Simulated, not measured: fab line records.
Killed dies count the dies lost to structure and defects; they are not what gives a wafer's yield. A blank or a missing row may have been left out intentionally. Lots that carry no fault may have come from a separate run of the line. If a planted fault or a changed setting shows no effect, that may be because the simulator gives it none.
fab line records	flow nand_harc
record: lots: 5	wafers: 15	last_day: 33
route steps=1302 shown A_M1@1172 A_BONDPAD@1202 END@1302
lots untouched by any fault: they come from a run of this same line in which no faults occurred
start_h: hours from the record's first day to the start of the lot's first wafer shown	wait_h: time in hours since the lot's previous step	" same as the row above	L1.1+2: a row that stands for several wafers	- no value, or no start was given	* or withheld: withheld	< > ~ a bound
route shown NAME@n: names a module that has steps shown in the file, with the first one's number in the route	usual: mean/standard deviation taken from wafers without a fault	same: alike in all rows	chamber/n: place in a boat	sites: the reading at each site	_std_site: standard deviation of those values	_edge_site: inner sites' mean taken away from outer sites' mean	radius_mm: for every site, how far away it sits from the centre of the wafer	mask NAME#n: copy n	behind: tool/chamber where the wafer was last shaped	hold: cause of the lot's hold/its duration in hours/its outcome	device: the n, p or np transistor that did not switch	end of line: the same wafers' tests at the end of the route	for a step that has no rows: nothing shown but its recipe	killed: count of dies lost to structure and defects at first sort (not the wafer's yield)	map: a wafer's dies, x killed, . not, _ none there
set.NAME: the setting as run; set.NAME@STEP: as run at that earlier step	model.NAME: the simulator's own value behind a step, which no gauge read
lots at some steps of the route; a table a step, a row a wafer
services: from which hour (start_h, from the record's first day; less than 0 if before it) a tool's chamber was out of use, for how many hours, and why
== steps ==
step: NHARC_A_M1_COAT_34
recipe: temp_c: 200	time_s: 65
step: NHARC_A_M1_COAT_03
recipe: spin_rpm: 1500	resist_thk_nm: 90
step: NHARC_A_M1_SOFTBAKE_04
recipe: temp_c: 105	time_s: 55
step: NHARC_A_M1_EBR_05
step: NHARC_A_M1_EXPOSE_06
recipe: na: 1.35	target_cd_nm: 120	dose_mj: 75.13	mask_id: A_M1
step: NHARC_A_M1_PEB_07
recipe: peb_temp_c: 100	peb_time_s: 65
step: NHARC_A_M1_DEVELOP_08
recipe: develop_time_s: 35	dev_temp_c: 23
step: NHARC_A_M1_CD_MEAS_09
recipe: target_cd_nm: 120	landing_energy_ev: 500
usual: cd_nm: 119.8/0.56
lot.wafer	tool	chamber	start_h	wait_h	cd_nm
L141.1	cd_sem-03	0	633.28	-	119.4
L141.3	"	0	"	"	120.5
L141.4	"	0	"	"	119.2
L149.2	cd_sem-01	0	720.03	-	119.4
L149.3	"	0	"	"	119.5
L149.4	"	0	"	"	119.2
L152.3	cd_sem-02	0	732.02	-	119.4
L152.4	"	0	"	"	119.3
L152.6	"	0	"	"	119.6
L151.3	cd_sem-03	0	736.91	-	120.2
L151.4	"	0	"	"	119.7
L151.6	"	0	"	"	119.8
L154.2	cd_sem-03	0	747.16	-	118.7
L154.4	"	0	"	"	119.6
L154.5	"	0	"	"	120.1
step: NHARC_A_M1_OVL_MEAS_10
recipe: pitch_nm: 240
usual: overlay_x_nm: -0.4/0.82	overlay_y_nm: 0.0/0.85
lot.wafer	tool	chamber	start_h	wait_h	overlay_x_nm	overlay_y_nm
L141.1	overlay-02	-	633.37	-	0.5	0.0
L141.3	"	-	"	"	0.7	0.4
L141.4	"	-	"	"	1.2	0.5
L149.2	overlay-02	-	720.12	-	-0.2	0.7
L149.3	"	-	"	"	-0.4	0.3
L149.4	"	-	"	"	-0.1	0.1
L152.3	overlay-02	-	732.11	-	-0.2	-0.8
L152.4	"	-	"	"	-0.5	-0.3
L152.6	"	-	"	"	-0.4	0.4
L151.3	overlay-02	-	736.99	-	0.1	-1.2
L151.4	"	-	"	"	-0.2	-1.1
L151.6	"	-	"	"	-0.4	-1.2
L154.2	overlay-01	-	747.25	-	-0.7	0.6
L154.4	"	-	"	"	-1.4	0.0
L154.5	"	-	"	"	-1.3	-0.2
step: NHARC_A_M1_INSPECT_11
usual: raw_defect_count: 88/42
lot.wafer	tool	chamber	start_h	wait_h	raw_defect_count
L141.1	defect_inspect-02	-	633.40	0.0	158
L141.3	"	-	"	"	136
L141.4	"	-	"	"	130
L149.2	defect_inspect-01	-	720.15	0.0	90
L149.3	"	-	"	"	117
L149.4	"	-	"	"	100
L152.3	defect_inspect-02	-	732.14	0.0	122
L152.4	"	-	"	"	101
L152.6	"	-	"	"	127
L151.3	defect_inspect-01	-	737.03	0.0	73
L151.4	"	-	"	"	106
L151.6	"	-	"	"	83
L154.2	defect_inspect-01	-	747.29	0.0	54
L154.4	"	-	"	"	67
L154.5	"	-	"	"	64
step: NHARC_A_M1_DESCUM_14
recipe: time_s: 3	o2_flow_sccm: 200	ar_flow_sccm: 0	bias_power_w: 0	chemistry: O2
step: NHARC_A_M1_ETCH_35
recipe: target_depth_a: 400	overetch_a: 120	time_s: 43.94	ion_energy_ev: 200	n2_flow_sccm: 150	h2_flow_sccm: 150	ar_flow_sccm: 0	rf_w: 400	bias_w: 150	chemistry: N2/H2
step: NHARC_A_M1_ETCH_15
recipe: target_depth_a: 1825	time_s: 91.2	c4f8_flow_sccm: withheld	ar_flow_sccm: 400	rf_w: 600	bias_w: 300	chemistry: C4F8/Ar
usual: oes_product_au: 0.947/0.022	rf_fwd_power_W: 595.0/2	rf_vpp_V: 440.0/2.7
lot.wafer	tool	chamber	start_h	wait_h	oes_product_au	rf_fwd_power_W	rf_hours_counter_h	rf_vpp_V
L141.4	rie_diel-07	1	633.64	-	0.964	596.9	7.4	443.3
L141.3	"	3	"	"	0.966	597.1	8.0	438.4
L141.1	"	0	"	"	0.945	592.6	8.7	445.1
L149.3	rie_diel-07	1	720.39	-	0.964	598.4	3.9	442.4
L149.4	"	3	"	"	0.967	596.4	3.7	436.8
L149.2	"	0	"	"	0.973	594.3	3.7	442.8
L152.3	rie_diel-01	2	732.38	-	0.910	594.4	4.6	442.0
L152.4	"	3	"	"	0.933	595.6	3.7	438.2
L152.6	"	1	"	"	0.952	593.9	-	437.1
L151.4	rie_diel-13	1	737.26	-	0.956	594.4	0.9	437.5
L151.3	"	2	"	"	0.947	598.7	1.2	442.1
L151.6	"	2	"	"	0.955	597.2	-	440.7
L154.4	rie_diel-13	2	747.52	-	0.959	592.6	1.4	442.1
L154.2	"	1	"	"	0.957	592.5	1.1	437.0
L154.5	"	2	"	"	0.964	595.4	-	441.5
step: NHARC_A_M1_CD_MEAS_16
usual: cd_nm: 119.9/0.9
lot.wafer	tool	chamber	start_h	wait_h	cd_nm
L141.1	cd_sem-02	-	633.77	-	120.2
L141.3	"	-	"	"	120.9
L141.4	"	-	"	"	118.6
L149.2	cd_sem-01	-	720.52	-	119.2
L149.3	"	-	"	"	119.2
L149.4	"	-	"	"	118.0
L152.3	cd_sem-01	-	732.51	-	119.5
L152.4	"	-	"	"	119.3
L152.6	"	-	"	"	120.0
L151.3	cd_sem-02	-	737.40	-	119.6
L151.4	"	-	"	"	120.3
L151.6	"	-	"	"	119.5
L154.2	cd_sem-01	-	747.65	-	118.7
L154.4	"	-	"	"	119.0
L154.5	"	-	"	"	120.8
step: NHARC_A_M1_STRIP_18
recipe: power_w: 1000	n2_flow_sccm: 150	h2_flow_sccm: 150	ar_flow_sccm: 0	bias_w: 0	chemistry: N2/H2
usual: drypump_motor_current_A: 5.4/0.49	oes_product_au: 0.999/0.0089	rf_fwd_power_W: 996/3.2	rf_vpp_V: 90.5/0.88	showerhead_plenum_p_Torr: 2.01/0.088	throttle_valve_pct: 14.171/0.0082
lot.wafer	tool	chamber	start_h	wait_h	drypump_motor_current_A	oes_product_au	rf_fwd_power_W	rf_hours_counter_h	rf_vpp_V	showerhead_plenum_p_Torr	throttle_valve_pct
L141.4	rie_diel-01	1	633.87	0.1	5.2	1.005	1004	1.2	89.8	1.91	14.174
L141.1	"	2	"	"	5.7	0.995	997	1.4	91.1	2.07	14.166
L141.3	"	3	"	"	5.4	0.998	999	1.3	91.6	1.96	14.171
L149.4	rie_diel-01	1	720.59	0.1	5.1	0.996	996	4.1	90.6	1.90	14.177
L149.2	"	3	"	"	5.4	0.986	1000	3.3	89.1	1.96	14.174
L149.3	"	0	"	"	5.1	0.994	996	3.5	89.4	2.01	14.181
L152.3	rie_diel-13	1	732.58	0.1	4.7	0.995	992	0.8	90.3	1.90	14.165
L152.4	"	2	"	"	4.9	0.995	1001	1.1	90.1	2.08	14.166
L152.6	"	2	"	"	4.9	1.001	1000	-	92.1	2.08	14.169
L151.4	rie_diel-13	1	737.49	0.1	4.7	0.998	998	1.0	89.0	1.90	14.195
L151.3	"	3	"	"	5.5	0.992	998	1.4	90.2	2.16	14.176
L151.6	"	1	"	"	4.7	0.997	999	-	89.5	1.90	14.168
L154.4	rie_diel-07	0	747.72	0.1	5.8	0.998	996	4.1	90.8	2.14	14.172
L154.2	"	2	"	"	5.8	0.993	996	6.6	89.0	1.95	14.179
L154.5	"	0	"	"	5.8	1.003	999	-	91.1	2.14	14.184
step: NHARC_A_M1_ETCH_28
recipe: target_depth_a: 300	over_etch_frac: 0.3	time_s: 72.99	ion_energy_ev: 150	cf4_flow_sccm: 50	n2_flow_sccm: 100	ar_flow_sccm: 150	rf_w: 300	bias_w: 100	chemistry: CF4/N2
usual: drypump_motor_current_A: 5.5/0.47	oes_product_au: 0.998/0.0079	rf_fwd_power_W: 296.7/1.3	rf_vpp_V: 313.8/2	showerhead_plenum_p_Torr: 2.61/0.11	throttle_valve_pct: 19.794/0.0088
lot.wafer	tool	chamber	start_h	wait_h	drypump_motor_current_A	oes_product_au	rf_fwd_power_W	rf_hours_counter_h	rf_vpp_V	showerhead_plenum_p_Torr	throttle_valve_pct
L141.4	rie_diel-01	2	-	-	5.7	0.993	295.9	1.4	315.0	2.67	19.806
L141.1	"	3	"	"	5.4	0.990	297.5	1.3	312.8	2.53	19.790
L141.3	"	0	"	"	5.1	1.000	295.7	1.2	312.1	2.59	19.800
L149.4	rie_diel-01	1	-	-	5.2	1.007	297.0	4.2	311.1	2.46	19.798
L149.3	"	2	"	"	5.7	0.985	297.4	4.3	313.0	2.66	19.797
L149.2	"	0	"	"	5.1	1.007	297.8	3.6	314.1	2.59	19.792
L152.4	rie_diel-13	3	-	-	5.5	0.995	298.5	1.3	317.6	2.77	19.791
L152.3	"	1	"	"	4.7	1.003	294.3	0.9	310.4	2.46	19.814
L152.6	"	0	"	"	5.7	0.996	295.9	-	313.3	2.58	19.785
L151.3	rie_diel-13	0	-	-	5.7	0.982	294.2	1.1	313.0	2.58	19.801
L151.4	"	3	"	"	5.5	0.988	299.3	1.4	317.9	2.77	19.798
L151.6	"	0	"	"	5.8	0.984	296.4	-	312.3	2.58	19.802
L154.2	rie_diel-07	0	-	-	5.8	1.003	296.7	4.2	316.6	2.74	19.790
L154.4	"	1	"	"	6.4	0.999	296.3	6.7	314.9	2.69	19.788
L154.5	"	1	"	"	6.4	0.994	295.9	-	315.0	2.69	19.792
step: NHARC_A_M1_STRIP_19
recipe: time_s: 600	temp_c: 30	chemistry: post_etch_residue_remover
step: NHARC_A_M1_DEGAS_29
recipe: temp_c: 250	time_s: 60
step: NHARC_A_M1_PRE_CLEAN_30
recipe: time_s: 30	temp_c: 280	gas: H2/He
step: NHARC_A_M1_PVD_20
recipe: target_thk_a: 50	bias_v: 168.6	power_w: 15000	chamber_pressure_pa: 0.12	time_s: 8.06	substrate_temp_c: 50	material: TaN
usual: throttle_valve_pct: 29.9/1.3
lot.wafer	tool	chamber	start_h	wait_h	throttle_valve_pct
L141.3	pvd_sputter-02	-	-	-	31.4
L141.4	"	-	"	"	29.9
L141.1	"	-	"	"	29.7
L149.4	pvd_sputter-03	-	-	-	32.1
L149.2	"	-	"	"	28.4
L149.3	"	-	"	"	28.5
L152.4	pvd_sputter-03	-	-	-	28.5
L152.3	"	-	"	"	28.6
L152.6	"	-	"	"	28.6
L151.4	pvd_sputter-03	-	-	-	28.5
L151.3	"	-	"	"	31.9
L151.6	"	-	"	"	28.7
L154.2	pvd_sputter-03	-	-	-	28.6
L154.4	"	-	"	"	32.1
L154.5	"	-	"	"	31.7
step: NHARC_A_M1_PVD_21
recipe: target_thk_a: 300	chamber_pressure_pa: 5	power_w: 5000	substrate_temp_c: 30	time_s: 20.49	material: Cu
step: NHARC_A_M1_ECD_22
recipe: target_thk_a: 4000	bath_temp_c: 25	material: Cu
step: NHARC_A_M1_ANNEAL_31
recipe: temp_c: 225	time_s: 90
usual: anneal_temp_c_max: 226.1/0.37	wafer_temp_C_max: 226.7/0.33
lot.wafer	tool	chamber	start_h	wait_h	anneal_temp_c_max	wafer_temp_C_max
L141.1	rtp_anneal-02	0	635.27	0.3	226.5	227.0
L141.3	"	0	"	"	226.7	226.9
L141.4	"	0	"	"	226.5	227.1
L149.2	rtp_anneal-02	0	722.03	0.3	226.1	227.3
L149.3	"	0	"	"	226.4	226.8
L149.4	"	0	"	"	226.6	226.6
L152.3	rtp_anneal-02	0	734.06	-	225.8	226.8
L152.4	"	0	"	"	226.0	226.7
L152.6	"	0	"	"	226.6	227.0
L151.3	rtp_anneal-02	0	739.01	0.3	226.1	227.1
L151.4	"	0	"	"	226.2	226.7
L151.6	"	0	"	"	226.7	226.3
L154.2	rtp_anneal-01	0	749.18	0.4	225.6	227.1
L154.4	"	0	"	"	226.1	226.7
L154.5	"	0	"	"	225.7	226.6
step: NHARC_A_M1_CMP_23
recipe: t_overpolish_s: 20	target_thk_nm: 154.34
step: NHARC_A_M1_THK_MEAS_24
recipe: thk_meas_gauge: xrf
usual: thk_nm: 154.7/1.4
lot.wafer	tool	chamber	start_h	wait_h	thk_nm
L141.1	film_metro-01	-	636.23	-	155.5
L141.3	"	-	"	"	154.8
L141.4	"	-	"	"	154.7
L149.2	film_metro-01	-	722.64	-	156.6
L149.3	"	-	"	"	155.1
L149.4	"	-	"	"	155.9
L152.3	film_metro-02	-	734.62	-	154.7
L152.4	"	-	"	"	155.2
L152.6	"	-	"	"	155.2
L151.3	film_metro-01	-	739.56	-	154.6
L151.4	"	-	"	"	153.5
L151.6	"	-	"	"	155.4
L154.2	film_metro-02	-	749.79	-	155.5
L154.4	"	-	"	"	156.6
L154.5	"	-	"	"	156.9
step: NHARC_A_M1_SRD_25
step: NHARC_A_M1_PRE_CLEAN_32
recipe: time_s: 12	temp_c: 370	rf_power_w: 300	gas: NH3
usual: heater_power_outer_w: 389/52	heater_power_w: 663/76	rf_fwd_power_W: 292.6/0.85
lot.wafer	tool	chamber	start_h	wait_h	heater_power_outer_w	heater_power_w	rf_fwd_power_W
L141.1	pecvd-01	2	636.68	0.3	411	639	293.1
L141.3	"	0	"	"	367	593	293.9
L141.4	"	0	"	"	373	592	293.5
L149.2	pecvd-01	2	722.86	0.1	400	617	294.2
L149.3	"	0	"	"	442	704	292.1
L149.4	"	2	"	"	398	624	293.8
L152.3	pecvd-01	0	735.18	0.4	402	649	292.6
L152.6	"	2	"	"	472	722	294.3
L152.4	"	0	"	"	406	657	293.0
L151.3	pecvd-02	2	739.81	0.1	367	590	292.7
L151.6	"	0	"	"	367	657	291.1
L151.4	"	1	"	"	456	780	293.1
L154.2	pecvd-04	2	750.01	0.1	495	804	292.6
L154.4	"	2	"	"	491	802	292.8
L154.5	"	0	"	"	369	654	292.9
step: NHARC_A_M1_DEP_33
recipe: target_thk_a: 300	temp_c: 370	target_thk_nm: 30	pressure_torr: 3	flow_sccm: 200	rf_w: 450	material: SiCN
step: NHARC_A_BONDPAD_DEP_00
recipe: target_thk_a: 2500	temp_c: 370	target_thk_nm: 250	pressure_torr: 3	flow_sccm: 200	rf_w: 450	material: SiCN
step: NHARC_A_BONDPAD_CMP_29
recipe: target_thk_nm: 200	material: SiCN
step: NHARC_A_BONDPAD_THK_MEAS_30
recipe: thk_meas_gauge: ellipsometry
usual: thk_nm: 199.9/1.5
lot.wafer	tool	chamber	start_h	wait_h	thk_nm
L141.1	film_metro-01	-	637.97	0.1	199.0
L141.3	"	-	"	"	200.0
L141.4	"	-	"	"	201.2
L149.2	film_metro-01	-	724.16	0.2	199.0
L149.3	"	-	"	"	200.2
L149.4	"	-	"	"	201.0
L152.3	film_metro-01	-	736.68	0.2	203.3
L152.4	"	-	"	"	200.3
L152.6	"	-	"	"	199.8
L151.3	film_metro-01	-	741.08	0.2	197.8
L151.4	"	-	"	"	200.9
L151.6	"	-	"	"	201.7
L154.2	film_metro-02	-	751.32	0.2	199.7
L154.4	"	-	"	"	200.0
L154.5	"	-	"	"	198.5
step: NHARC_A_BONDPAD_SRD_31
step: NHARC_A_BONDPAD_DEHYDRATE_01
recipe: temp_c: 150	time_s: 120
step: NHARC_A_BONDPAD_HMDS_02
recipe: time_s: 30
step: NHARC_A_BONDPAD_COAT_33
recipe: temp_c: 200	time_s: 65
step: NHARC_A_BONDPAD_COAT_03
recipe: spin_rpm: 2000	resist_thk_nm: 600
step: NHARC_A_BONDPAD_SOFTBAKE_04
recipe: temp_c: 125	time_s: 70
step: NHARC_A_BONDPAD_EBR_05
step: NHARC_A_BONDPAD_EXPOSE_06
recipe: na: 0.55	dose_mj: 36.99	mask_id: A_BPAD
step: NHARC_A_BONDPAD_PEB_07
recipe: peb_temp_c: 128	peb_time_s: 80
step: NHARC_END_SORT_01
recipe: temp_c: 25
usual: defect_limited_yield: 91.6/2.8	killed_at_array: 53/19	killed_at_other: 0.8/1.2	killed_at_periphery: 3.7/2.3	killed_dies: 57/19	killed_open: 3.2/1.7	killed_short: 2.6/1.8	sort_bin_2_pct: 3.0/1.2	sort_bin_3_pct: 0.7/0.4	sort_bin_4_pct: 4.8/1.5	sort_n_pass: 620/19	sort_rim_yield_pct: 90/4.8	sort_yield_pct: 91.6/2.8
same: gross_dies: 677	sort_bin_5_pct[%]: 0	sort_bin_6_pct[%]: 0	sort_bin_7_pct[%]: 0	sort_bin_8_pct[%]: 0	sort_rim_n_gross: 106.00
lot.wafer	tool	chamber	start_h	wait_h	defect_limited_yield[%]	killed_at_array	killed_at_other	killed_at_periphery	killed_dies	killed_open	killed_short	sort_bin_2_pct[%]	sort_bin_3_pct[%]	sort_bin_4_pct[%]	sort_n_pass	sort_rim_yield_pct[%]	sort_yield_pct[%]
L141.1	prober-02	0	670.02	2.5	78.9	139	0	4	143	3	2	8.6	3.2	9.3	534	77	78.9
L141.3	prober-02	0	671.63	3.1	85.2	95	1	4	100	6	3	6.2	2.4	6.2	577	75	85.2
L141.4	prober-02	0	672.44	3.4	75.8	159	1	4	164	5	0	11.2	2.2	10.8	513	88	75.8
L149.2	prober-01	0	762.36	2.8	90.3	60	0	6	66	5	8	3.5	1.2	5.0	611	89	90.3
L149.3	prober-01	0	763.15	3.1	92.2	52	0	1	53	0	5	4.0	0.4	3.4	624	90	92.2
L149.4	prober-01	0	763.95	3.4	90.1	63	1	3	67	1	2	4.1	0.7	5.0	610	88	90.1
L152.3	prober-02	0	775.72	3.1	89.5	67	1	3	71	3	4	3.8	0.7	5.9	606	93	89.5
L152.4	prober-02	0	776.51	3.4	91.1	54	1	5	60	3	1	4.4	0.3	4.1	617	89	91.1
L152.6	prober-02	0	778.10	4.0	88.5	70	4	4	78	4	1	4.1	1.5	5.9	599	87	88.5
L151.3	prober-01	0	780.77	3.1	91.0	55	1	5	61	2	2	2.7	0.6	5.8	616	89	91.0
L151.4	prober-01	0	781.55	3.3	91.4	55	0	3	58	3	2	3.0	0.9	4.7	619	91	91.4
L151.6	prober-01	0	783.11	3.9	91.7	51	2	3	56	4	2	3.0	0.7	4.6	621	87	91.7
killed by level:class
L141.1 A_M1:unspecified=65 A_SLIT:chamber_film_flake=21 A_CHANNEL_HOLE_D2:chamber_film_flake=19 A_CHANNEL_HOLE_D1:chamber_film_flake=16 A_CONTACT:chamber_film_flake=14 P_CONTACT:geometric_particle:open=2 A_ONON_D1:geometric_particle:short=2 P_M2:geometric_particle:open=1
L141.3 A_M1:unspecified=46 A_SLIT:chamber_film_flake=17 A_CHANNEL_HOLE_D2:chamber_film_flake=8 A_CONTACT:chamber_film_flake=8 A_CHANNEL_HOLE_D1:chamber_film_flake=6 P_STI:chamber_film_flake=3 P_M2:geometric_particle:open=1 A_ONON_D1:geometric_particle:short=1
L141.4 A_M1:unspecified=71 A_SLIT:chamber_film_flake=35 A_CHANNEL_HOLE_D1:chamber_film_flake=32 A_CHANNEL_HOLE_D2:chamber_film_flake=10 A_CONTACT:chamber_film_flake=7 P_M1:geometric_particle:open=1 A_ONON_D1:geometric_particle:open=1 A_CONTACT:geometric_particle:open=1
L149.2 A_CHANNEL_HOLE_D2:chamber_film_flake=25 A_CHANNEL_HOLE_D1:chamber_film_flake=16 A_ONON_D1:geometric_particle:short=4 A_ONON_D2:geometric_particle:short=2 A_M0:geometric_particle:open=2 P_M2:chamber_film_flake=2 A_SLIT:chamber_film_flake=2 A_STAIRCASE:chamber_film_flake=2
L149.3 A_CHANNEL_HOLE_D2:chamber_film_flake=20 A_CHANNEL_HOLE_D1:chamber_film_flake=17 A_STAIRCASE:chamber_film_flake=3 A_CONTACT:chamber_film_flake=3 A_M0:geometric_particle:short=2 A_M1:geometric_particle:short=2 A_SLIT:chamber_film_flake=2 A_ONON_D1:geometric_particle:short=1
L149.4 A_CHANNEL_HOLE_D1:chamber_film_flake=31 A_CHANNEL_HOLE_D2:chamber_film_flake=20 A_SLIT:chamber_film_flake=5 A_STAIRCASE:chamber_film_flake=4 P_M2:chamber_film_flake=2 P_M0:geometric_particle:open=1 A_CHANNEL_FILL_D2:geometric_particle:short=1 STARTING-WAFER:geometric_particle:short=1
L152.3 A_SLIT:chamber_film_flake=28 A_CHANNEL_HOLE_D1:chamber_film_flake=15 A_CHANNEL_HOLE_D2:chamber_film_flake=11 P_GATE:chamber_film_flake=3 A_CONTACT:chamber_film_flake=3 A_ONON_D2:geometric_particle:short=2 A_CHANNEL_FILL_D1:chamber_film_flake=2 A_CHANNEL_HOLE_D1:geometric_particle:open=1
L152.4 A_CHANNEL_HOLE_D2:chamber_film_flake=19 A_SLIT:chamber_film_flake=18 A_CHANNEL_HOLE_D1:chamber_film_flake=6 A_CONTACT:chamber_film_flake=3 P_GATE:chamber_film_flake=2 P_M2:chamber_film_flake=2 A_STAIRCASE:chamber_film_flake=2 A_DECK1_JOINT:geometric_particle:open=1
L152.6 A_SLIT:chamber_film_flake=26 A_CHANNEL_HOLE_D2:chamber_film_flake=17 A_CHANNEL_HOLE_D1:chamber_film_flake=14 A_CONTACT:chamber_film_flake=4 THIN_TSV:chamber_film_flake=4 A_CHANNEL_FILL_D2:geometric_particle:open=2 P_STI:chamber_film_flake=2 A_ZERO_WELL:chamber_film_flake=2
L151.3 A_SLIT:chamber_film_flake=31 A_CHANNEL_HOLE_D2:chamber_film_flake=8 A_CHANNEL_HOLE_D1:chamber_film_flake=5 A_CONTACT:chamber_film_flake=4 A_STAIRCASE:chamber_film_flake=3 P_GATE:chamber_film_flake=2 P_CONTACT:geometric_particle:short=1 P_M0:geometric_particle:short=1
L151.4 A_SLIT:chamber_film_flake=23 A_CONTACT:chamber_film_flake=9 A_CHANNEL_HOLE_D1:chamber_film_flake=7 A_CHANNEL_HOLE_D2:chamber_film_flake=6 A_SGD_CUT:chamber_film_flake=4 A_BLC:geometric_particle:open=2 P_GATE:chamber_film_flake=2 P_M0:geometric_particle:short=1
L151.6 A_SLIT:chamber_film_flake=24 A_CHANNEL_HOLE_D1:chamber_film_flake=6 A_CONTACT:chamber_film_flake=6 A_CHANNEL_HOLE_D2:chamber_film_flake=5 A_WL_FILL:chamber_film_flake=4 A_WL_FILL:geometric_particle:open=2 P_GATE:chamber_film_flake=2 THIN_TSV:chamber_film_flake=2
map L141.4 (x killed, . not)
____________.____________
_________x......_________
_______..x........_______
______.....x.......______
_____.....xxxx......_____
____.....x.xx........____
____...x.xxxxx...x...____
___.....xxxxxxx.......___
___.....xxxxxxx.......___
__......xxxxxxx..x.....__
__......xxxxxxxx.......__
_.......xxxxxxx........._
_.....x.xxxxxxxxx......._
_........xxxxxx........._
_..........xxxx........._
_.........x.x........x.x_
...x.x.x..x............x.
......................x..
....xx.......x.......xxxx
.x..xxxxx...........xxxxx
...xxxxx.x.........xxxxx.
_xxxxxxxx..........xxx.x_
_.x.xxx.xxx........xxxxx_
_..xxxxx............x..x_
_..x.xx.........x......x_
_....xxx............xx.x_
__...x.x..............x__
__..x..........x......x__
___.xx................___
___.x.................___
____.................____
____.................____
_____..............._____
______.............______
_______..........._______
_________......._________
____________.____________
map L149.4 (x killed, . not)
____________.____________
_________......._________
_______..........._______
______..........x..______
_____....x......x..._____
____.................____
____.................____
___...................___
___...................___
__.....................__
__.....................__
_......................._
_.x..........x.........._
_......................._
_......................._
_......................._
......................x..
...................x.xxx.
....................xxx..
....................x.xxx
..................xx.xxxx
_.xx...............xxxxx_
_.x.........x......x.xxx_
_x..x...............xxxx_
_xx...................x._
_xxxxx......x........x.x_
__xxx..............x...__
__xx.................x.__
___.x..............x..___
___xx.................___
____.................____
____.....x........x..____
_____..............._____
______.............______
_______.....x....._______
_________......._________
____________.____________
== services ==
tool	chamber	start_h	hours	kind
rie_diel-07	1	609.79	6.0	repair
pecvd-01	-	621.71	1.0	repair
pvd_sputter-03	-	622.75	2.2	repair
rie_diel-13	0	626.25	-	clean
rie_diel-13	1	626.25	-	clean
pecvd-04	-	631.56	13.0	pm
pvd_sputter-02	-	638.00	10.0	pm
rie_diel-07	-	648.20	9.0	pm
pvd_sputter-03	-	670.08	3.7	repair
pecvd-01	-	673.18	13.0	pm
rie_diel-01	1	675.91	8.1	repair
rie_diel-01	-	690.93	0.9	repair
pecvd-04	0	695.69	7.0	repair
rie_diel-13	-	696.10	9.0	pm
rie_diel-01	3	701.43	5.7	repair
pvd_sputter-03	-	704.18	10.0	pm
pecvd-04	1	708.08	9.5	repair
rie_diel-07	-	712.29	2.6	repair
pecvd-01	-	712.62	0.6	repair
rie_diel-07	0	724.50	14.5	repair
pecvd-02	-	732.99	0.5	repair
rie_diel-01	-	734.87	9.0	pm
rie_diel-13	3	742.15	2.6	repair
rtp_anneal-02	-	744.00	12.0	pm
== key ==
first_sign: step: NHARC_END_SORT_01	reading: defect_limited_yield	direction: down	sigmas: 4.1	usual: 91.6	struck: 80.0	wafers_moved: 2
effect: step: NHARC_END_SORT_01	reading: killed_dies	direction: up	sigmas: 4.1	usual: 57	struck: 136	wafers_moved: 2
more_kills_born_at: NHARC_A_M1_ETCH_15@rie_diel-07: 182
met_at NHARC_A_M1_ETCH_15
struck_wafers L141.1,L141.3,L141.4
also_fits NHARC_A_M1_PVD_20:pvd_sputter-02
fault: kind: chamber_particle_source	tool: rie_diel-07	chamber: -	onset_h: 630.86	steps: NHARC_A_M1_ETCH_15	rate_per_visit_cm2: 0.44306	end_h: 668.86
